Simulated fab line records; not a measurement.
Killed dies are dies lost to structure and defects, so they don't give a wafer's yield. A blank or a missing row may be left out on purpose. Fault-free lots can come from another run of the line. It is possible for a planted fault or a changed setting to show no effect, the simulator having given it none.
Which of the tools did it? -- flow n5-finfet -- 11 lots, 33 wafers sampled, at 4 steps of a route of 1938

== WHAT EACH GAUGE READ, for each wafer ==
The record lacks any reading of a measuring or inspecting step that a usual standard deviation could be used to judge.

== WHICH TOOL RAN EACH LOT (tool, then ch and the chambers of the sampled wafers, then the start) ==
lot,N5_GATE_CUT_ETCH_19,N5_PASSIVATION_PECVD_01,N5_PASSIVATION_ETCH_15,N5_PASSIVATION_PROBE_49
L838,"rie-diel-06 ch 0,3, day 4 10:28","pecvd-02 ch 0,1,2, day 12 22:06","rie-diel-02 ch 0,2, no start",-
L839,"rie-diel-06 ch 2,3, day 4 20:04","pecvd-02 ch 0,1, day 13 03:59","rie-diel-06 ch 0,1,2, no start",-
L841,"rie-diel-04 ch 1,2, day 5 12:18","pecvd-02 ch 0,1,2, day 13 09:37","rie-diel-02 ch 1,2,3, no start",-
L843,"rie-diel-04 ch 1,3, day 5 22:11","pecvd-02 ch 0,1,2, day 13 22:38","rie-diel-04 ch 0,1, no start",-
L844,"rie-diel-06 ch 0,1,3, day 6 02:36","pecvd-04 ch 0,2, day 14 04:29","rie-diel-04 ch 1,2, no start",-
L845,"rie-diel-06 ch 1,2,3, day 6 18:16","pecvd-02 ch 0,2, day 14 14:42","rie-diel-02 ch 0,2,3, no start",-
L847,"rie-diel-02 ch 2,3, day 6 21:57","pecvd-02 ch 1,2, day 14 22:10","rie-diel-04 ch 1,2,3, no start",-
L848,"rie-diel-04 ch 0,1,3, day 7 00:38","pecvd-04 ch 0,1,2, day 14 22:57","rie-diel-02 ch 0,1,3, no start",-
L849,"rie-diel-06 ch 0,3, day 7 13:49","pecvd-03 ch 0,1,2, day 15 14:26","rie-diel-02 ch 1,2,3, day 16 01:11 or earlier","prober-02, day 16 01:11"
L857,"rie-diel-04 ch 1,3, day 9 08:37","pecvd-04 ch 0,1,2, day 17 03:35","rie-diel-06 ch 0,2,3, day 17 12:32 or earlier","prober-02, day 17 12:32"
L858,"rie-diel-04 ch 1,2,3, day 9 17:17","pecvd-04 ch 0,1,2, day 17 09:32","rie-diel-02 ch 0,3, no start",-
- N5_GATE_CUT_ETCH_19: etches SiNx in CH3F/O2, target depth 53.7 nm, time 76.7 s.
- N5_PASSIVATION_PECVD_01: deposits SiNx from SiH4/NH3/N2, target thk 200 nm, time 43.2 s.
- N5_PASSIVATION_ETCH_15: etches SiCN in CF4/N2, target depth 75 nm, time 81.2 s.
- N5_PASSIVATION_PROBE_49

== WHAT THE TOOLS THEMSELVES READ (means of the sampled wafers that have a number; where no wafer has one, the mark that the record gives instead) ==
N5_GATE_CUT_ETCH_19. Usual: drypump-motor-current-A 5.6 A, standard deviation 0.51; etch-rf-on-time-s 77.7 s, standard deviation 1.5; oes-product-au 0.64 a.u., standard deviation 0.065; rf-vpp-V 299 V, standard deviation 8.1; showerhead-plenum-p-Torr 2.00 Torr, standard deviation 0.062; throttle-valve-pct 16.48 %, standard deviation 0.29.
lot,tool,drypump-motor-current-A (A),etch-rf-on-time-s (s),oes-product-au (a.u.),rf-vpp-V (V),showerhead-plenum-p-Torr (Torr),throttle-valve-pct (%),flag
L838,rie-diel-06,5.4,76.4,0.73,299,1.95,16.47,
L839,rie-diel-06,5.0,78.1,0.60,293,2.03,16.61,
L841,rie-diel-04,6.2,78.2,0.63,303,2.05,16.46,
L843,rie-diel-04,5.7,78.2,0.64,306,2.06,16.23,
L844,rie-diel-06,5.2,77.6,0.66,299,1.92,16.56,
L845,rie-diel-06,5.1,78.8,0.59,296,1.96,16.62,
L847,rie-diel-02,5.3,76.3,0.64,304,1.95,16.59,
L848,rie-diel-04,5.8,77.3,0.63,304,2.02,16.38,
L849,rie-diel-06,5.3,75.9,0.67,294,1.93,16.61,
L857,rie-diel-04,5.7,77.6,0.62,307,2.05,16.26,
L858,rie-diel-04,6.0,78.5,0.61,305,2.04,16.38,

N5_PASSIVATION_PECVD_01. Usual: heater-power-w 380 W, standard deviation 92; showerhead-plenum-p-Torr 8.70 Torr, standard deviation 0.084; throttle-valve-pct 28.9 %, standard deviation 1.4.
lot,tool,heater-power-w (W),showerhead-plenum-p-Torr (Torr),throttle-valve-pct (%),flag
L838,pecvd-02,300,8.75,30.0,
L839,pecvd-02,387,8.74,30.4,
L841,pecvd-02,343,8.74,30.1,
L843,pecvd-02,332,8.75,30.2,
L844,pecvd-04,413,8.60,27.7,
L845,pecvd-02,330,8.74,29.1,
L847,pecvd-02,310,8.78,30.9,
L848,pecvd-04,421,8.66,27.8,
L849,pecvd-03,451,8.64,28.8,
L857,pecvd-04,415,8.66,27.7,
L858,pecvd-04,364,8.66,27.5,

N5_PASSIVATION_ETCH_15. Usual: drypump-motor-current-A 5.5 A, standard deviation 0.49; oes-product-au 0.79 a.u., standard deviation 0.074; rf-vpp-V 381.5 V, standard deviation 1.8; showerhead-plenum-p-Torr 2.18 Torr, standard deviation 0.068; throttle-valve-pct 15.5 %, standard deviation 0.32.
lot,tool,drypump-motor-current-A (A),oes-product-au (a.u.),rf-vpp-V (V),showerhead-plenum-p-Torr (Torr),throttle-valve-pct (%),flag
L838,rie-diel-02,5.9,0.81,382.0,2.18,15.6,
L839,rie-diel-06,5.1,0.85,383.8,2.25,15.3,
L841,rie-diel-02,5.5,0.83,380.0,2.14,15.4,
L843,rie-diel-04,6.2,0.78,381.5,2.19,15.3,
L844,rie-diel-04,6.2,0.88,382.9,2.25,15.4,
L845,rie-diel-02,5.6,0.80,380.6,2.16,15.6,
L847,rie-diel-04,6.0,0.78,383.8,2.25,15.4,
L848,rie-diel-02,5.6,0.75,380.6,2.14,15.7,
L849,rie-diel-02,5.6,0.81,380.9,2.14,15.4,
L857,rie-diel-06,5.1,0.76,381.1,2.16,15.6,
L858,rie-diel-02,5.4,0.72,380.7,2.14,16.0,

N5_PASSIVATION_PROBE_49. Usual: defect-limited-yield 90.5 %, standard deviation 1.7; killed_at_M0_to_M3 37, standard deviation 12; killed_at_M4_up 14, standard deviation 5.2; killed-at-contacts 12, standard deviation 5.9; killed-at-front-end 45, standard deviation 14; killed-at-other 3.5, standard deviation 2.8; killed-dies 112, standard deviation 21; killed-open 73, standard deviation 15; killed-short 36, standard deviation 8.9; sort_bin_5_function 5.6 %, standard deviation 1.2; sort_bin_6_memory 3.5 %, standard deviation 0.68; sort_bin_8_speed 0.01 %, standard deviation 0.1; sort-n-pass 1068, standard deviation 21; sort-yield-pct 90.5 %, standard deviation 1.8.
lot,tool,defect-limited-yield (%),killed_at_M0_to_M3,killed_at_M4_up,killed-at-contacts,killed-at-front-end,killed-at-other,killed-dies,killed-open,killed-short,sort_bin_5_function (%),sort_bin_6_memory (%),sort_bin_8_speed (%),sort-n-pass,sort-yield-pct (%),flag
L849,prober-02,83.3,27,12,11,144,3.0,197,72,34,10.3,4.4,0.00,983,83.3,OFF
L857,prober-02,90.8,48,10,12,34,3.0,108,68,34,5.4,3.2,0.00,1072,90.8,

== THE ANSWER, worked out from the rows above alone ==
Rule: take the mean of a lot's wafers that have a number; if it is more than 3 standard deviations from the usual mean, the lot is off. Also off: a lot with no number at a reading for which 4 or more lots have one. The other lots that the step has rows for count as sound. First the gauges in route order, then the tools' own readings, where a lot's mean is used as printed above. At the first step where some lot is off, the reading lying furthest off is the one used; lots without a number count as furthest.
Off: L849 (N5_PASSIVATION_PROBE_49, killed-at-front-end). Neither off nor sound, because the step has no rows for them: L838, L839, L841, L843, L844, L845, L847, L848, L858.
If a tool, at that step or one of the process steps before it, ran each lot that is off and ran no sound lot following the first of them, it fits. Because N5_PASSIVATION_ETCH_15 lacks a start for some lots, the hours and order of its lots are taken from N5_PASSIVATION_PROBE_49. Can't be told from this: 3 tools fit, rie-diel-06 at N5_GATE_CUT_ETCH_19, pecvd-03 at N5_PASSIVATION_PECVD_01, rie-diel-02 at N5_PASSIVATION_ETCH_15.

== WHAT HAD BEEN PUT IN BY THE SIMULATOR ==
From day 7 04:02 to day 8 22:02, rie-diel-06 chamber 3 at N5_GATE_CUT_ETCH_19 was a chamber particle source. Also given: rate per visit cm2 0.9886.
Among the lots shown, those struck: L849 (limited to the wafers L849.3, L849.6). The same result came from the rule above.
